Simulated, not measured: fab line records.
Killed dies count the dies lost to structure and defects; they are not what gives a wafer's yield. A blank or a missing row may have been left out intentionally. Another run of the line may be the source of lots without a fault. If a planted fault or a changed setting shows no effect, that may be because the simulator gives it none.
Chamber matching / flow n5-finfet / N5_BEOL_M0_SAQP_ETCH_84 on rie-diel-06 has 4 sister chambers
The step etches SOC in N2/H2, target depth 100 nm, overetch 20 nm, time 150 s. 22 wafers are shown with their chamber, then 11 later ones without.

## EACH WAFER AND ITS CHAMBER
wafer=L076.3; chamber=2; drypump-motor-current-A (A)=5.6; showerhead-plenum-p-Torr (Torr)=2.65; throttle-valve-pct (%)=17.88
wafer=L076.4; chamber=3; drypump-motor-current-A (A)=6.7; showerhead-plenum-p-Torr (Torr)=2.43; throttle-valve-pct (%)=18.12
wafer=L076.6; chamber=1; drypump-motor-current-A (A)=6.0; showerhead-plenum-p-Torr (Torr)=2.36; throttle-valve-pct (%)=17.63
wafer=L077.4; chamber=0; drypump-motor-current-A (A)=6.0; showerhead-plenum-p-Torr (Torr)=2.50; throttle-valve-pct (%)=17.74
wafer=L077.5; chamber=2; drypump-motor-current-A (A)=5.6; showerhead-plenum-p-Torr (Torr)=2.65; throttle-valve-pct (%)=17.91
wafer=L077.6; chamber=1; drypump-motor-current-A (A)=6.0; showerhead-plenum-p-Torr (Torr)=2.36; throttle-valve-pct (%)=17.63
wafer=L079.2; chamber=3; drypump-motor-current-A (A)=6.7; showerhead-plenum-p-Torr (Torr)=2.42; throttle-valve-pct (%)=18.13
wafer=L079.5; chamber=2; drypump-motor-current-A (A)=5.6; showerhead-plenum-p-Torr (Torr)=2.65; throttle-valve-pct (%)=17.88
wafer=L079.6; chamber=1; drypump-motor-current-A (A)=6.0; showerhead-plenum-p-Torr (Torr)=2.36; throttle-valve-pct (%)=17.64
wafer=L080.1; chamber=0; drypump-motor-current-A (A)=6.0; showerhead-plenum-p-Torr (Torr)=2.50; throttle-valve-pct (%)=17.76
wafer=L080.2; chamber=2; drypump-motor-current-A (A)=5.6; showerhead-plenum-p-Torr (Torr)=2.64; throttle-valve-pct (%)=17.89
wafer=L080.4; chamber=1; drypump-motor-current-A (A)=6.0; showerhead-plenum-p-Torr (Torr)=2.36; throttle-valve-pct (%)=17.63
wafer=L082.1; chamber=0; drypump-motor-current-A (A)=6.0; showerhead-plenum-p-Torr (Torr)=2.50; throttle-valve-pct (%)=17.76
wafer=L082.3; chamber=1; drypump-motor-current-A (A)=6.0; showerhead-plenum-p-Torr (Torr)=2.36; throttle-valve-pct (%)=17.66
wafer=L082.4; chamber=2; drypump-motor-current-A (A)=5.6; showerhead-plenum-p-Torr (Torr)=2.64; throttle-valve-pct (%)=17.91
wafer=L084.1; chamber=0; drypump-motor-current-A (A)=6.0; showerhead-plenum-p-Torr (Torr)=2.50; throttle-valve-pct (%)=17.76
wafer=L084.3; chamber=1; drypump-motor-current-A (A)=6.0; showerhead-plenum-p-Torr (Torr)=2.36; throttle-valve-pct (%)=17.66
wafer=L084.4; chamber=2; drypump-motor-current-A (A)=5.6; showerhead-plenum-p-Torr (Torr)=2.64; throttle-valve-pct (%)=17.90
wafer=L088.1; chamber=1; drypump-motor-current-A (A)=6.0; showerhead-plenum-p-Torr (Torr)=2.35; throttle-valve-pct (%)=17.67
wafer=L088.3; chamber=2; drypump-motor-current-A (A)=5.6; showerhead-plenum-p-Torr (Torr)=2.64; throttle-valve-pct (%)=17.92
wafer=L088.4; chamber=2; drypump-motor-current-A (A)=5.6; showerhead-plenum-p-Torr (Torr)=2.64; throttle-valve-pct (%)=17.91
wafer=L091.1; chamber=3; drypump-motor-current-A (A)=6.6; showerhead-plenum-p-Torr (Torr)=2.41; throttle-valve-pct (%)=18.17

SIGNATURES (means of the wafers above)
reading=drypump-motor-current-A; chamber 0=6.000; chamber 1=6.000; chamber 2=5.600; chamber 3=6.667; scatter within a chamber=0.0192
reading=showerhead-plenum-p-Torr; chamber 0=2.5000; chamber 1=2.3586; chamber 2=2.6437; chamber 3=2.4200; scatter within a chamber=0.00513
reading=throttle-valve-pct; chamber 0=17.7550; chamber 1=17.6457; chamber 2=17.9000; chamber 3=18.1400; scatter within a chamber=0.0168
Rule: a wafer's distance from a chamber is the root of the sum, over the readings, of the square of ((its reading less the chamber's mean) divided by the reading's scatter). If the next closest chamber is less than 2 further off than the closest, the wafer can't be placed; otherwise it belongs to the closest. The scatter is the square root of a quotient: the sum, over the shown wafers, of each reading's squared deviation from its chamber's mean, divided by wafers minus chambers.

## WAFERS WHOSE CHAMBER IS MISSING
wafer=L091.3; drypump-motor-current-A (A)=6.0; showerhead-plenum-p-Torr (Torr)=2.50; throttle-valve-pct (%)=17.31
wafer=L091.4; drypump-motor-current-A (A)=6.0; showerhead-plenum-p-Torr (Torr)=2.35; throttle-valve-pct (%)=17.70
wafer=L090.1; drypump-motor-current-A (A)=6.7; showerhead-plenum-p-Torr (Torr)=2.41; throttle-valve-pct (%)=18.18
wafer=L090.2; drypump-motor-current-A (A)=5.6; showerhead-plenum-p-Torr (Torr)=2.63; throttle-valve-pct (%)=17.93
wafer=L090.4; drypump-motor-current-A (A)=6.0; showerhead-plenum-p-Torr (Torr)=2.35; throttle-valve-pct (%)=17.67
wafer=L092.2; drypump-motor-current-A (A)=6.0; showerhead-plenum-p-Torr (Torr)=2.50; throttle-valve-pct (%)=17.32
wafer=L092.3; drypump-motor-current-A (A)=5.6; showerhead-plenum-p-Torr (Torr)=2.63; throttle-valve-pct (%)=17.94
wafer=L092.5; drypump-motor-current-A (A)=6.0; showerhead-plenum-p-Torr (Torr)=2.35; throttle-valve-pct (%)=17.70
wafer=L097.1; drypump-motor-current-A (A)=6.0; showerhead-plenum-p-Torr (Torr)=2.49; throttle-valve-pct (%)=17.34
wafer=L097.3; drypump-motor-current-A (A)=6.6; showerhead-plenum-p-Torr (Torr)=2.41; throttle-valve-pct (%)=18.20
wafer=L097.5; drypump-motor-current-A (A)=6.0; showerhead-plenum-p-Torr (Torr)=2.49; throttle-valve-pct (%)=17.34

## WHICH CHAMBER EACH ONE RAN IN
wafer=L091.3; from the rows above=0; in truth=0
wafer=L091.4; from the rows above=1; in truth=1
wafer=L090.1; from the rows above=3; in truth=3
wafer=L090.2; from the rows above=2; in truth=2
wafer=L090.4; from the rows above=1; in truth=1
wafer=L092.2; from the rows above=0; in truth=0
wafer=L092.3; from the rows above=2; in truth=2
wafer=L092.5; from the rows above=1; in truth=1
wafer=L097.1; from the rows above=0; in truth=0
wafer=L097.3; from the rows above=3; in truth=3
wafer=L097.5; from the rows above=0; in truth=0
Correct placement for 11 of the 11. Number that these rows cannot place: 0. 0 placed wrongly.
